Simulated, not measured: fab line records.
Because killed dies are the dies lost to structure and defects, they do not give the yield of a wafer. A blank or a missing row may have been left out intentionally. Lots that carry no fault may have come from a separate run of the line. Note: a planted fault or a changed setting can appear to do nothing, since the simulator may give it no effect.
One fault seen from 2 desks | flow nand harc | only its own numbers are on each desk; what lay behind them is given at the end

## TOOL OWNER'S DESK, litho track-02
The tool's own readings at NHARC_P_ZERO_WELL_PEB_22 (peb time 85 s): means of the sampled wafers that have a number, for each lot that ran on this tool. Marked OUT: a lot whose mean sits more than 4 standard deviations from the usual mean, which makes it out of limits; the brackets give that distance.
Columns: A = heater power total W at NHARC_P_ZERO_WELL_PEB_22, usual 163.96 W; B = plate temp C at NHARC_P_ZERO_WELL_PEB_22, usual 117.99 C
lot  | first seen here | A                | B
L519 | day 1 14:29     | 163.92           | 118.01
L520 | day 1 20:34     | 164.02           | 117.97
L525 | day 3 02:22     | 164.36           | 117.89
L527 | day 3 14:32     | 164.15           | 118.19
L532 | day 4 20:17     | 137.93 (-93) OUT | 103.84 (-99 or more) OUT
L537 | day 6 02:22     | 137.97 (-93) OUT | 103.79 (-99 or more) OUT
This desk's verdict: out of limits on L532, L537, starting with L532 at day 4 20:17 (heater power total W at NHARC_P_ZERO_WELL_PEB_22). Within limits: L519, L520, L525, L527.

## METROLOGY DESK
Lot by lot, what the gauges showed, no matter which tool ran the lot: averages of those sampled wafers that carry a number. Marked OUT: a lot whose mean sits more than 4 standard deviations from the usual mean, which makes it out of limits; the brackets give that distance.
Columns: A = cd nm at NHARC_P_ZERO_WELL_CD_MEAS_24, usual 719.9 nm
lot  | first seen here | A
L519 | day 1 14:35     | 721.8
L520 | day 1 20:39     | 720.1
L521 | day 2 02:28     | 716.6
L524 | day 2 20:32     | 715.1
L525 | day 3 02:28     | 719.0
L526 | day 3 08:30     | 723.8
L527 | day 3 14:38     | 720.8
L532 | day 4 20:23     | 667.8 (-19) OUT
L537 | day 6 02:28     | 669.1 (-19) OUT
L538 | day 6 08:20     | 721.5
L539 | day 6 14:35     | 717.1
L542 | day 7 08:39     | 715.3
This desk's verdict: out of limits on L532, L537, starting with L532 at day 4 20:23 (cd nm at NHARC_P_ZERO_WELL_CD_MEAS_24). Within limits: L519, L520, L521, L524, L525, L526, L527, L538, L539, L542.

## PUT TOGETHER
The tool owner's desk could have raised an alarm at day 4 20:17, on L532, L537.
L532, L537 would have let the metrology desk raise an alarm at day 4 20:23.
Of the lots named, all ran NHARC_P_ZERO_WELL_PEB_22 on litho track-02.

## WHAT WAS PUT IN BY THE SIMULATOR
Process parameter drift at NHARC_P_ZERO_WELL_PEB_22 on litho track-02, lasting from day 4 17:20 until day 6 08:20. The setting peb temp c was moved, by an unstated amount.
Struck lots among those shown: L532, L537.
Delay (hours) between the fault's onset and each desk's first out-of-limits reading: 3 at the tool owner's desk, 3 at the metrology desk.
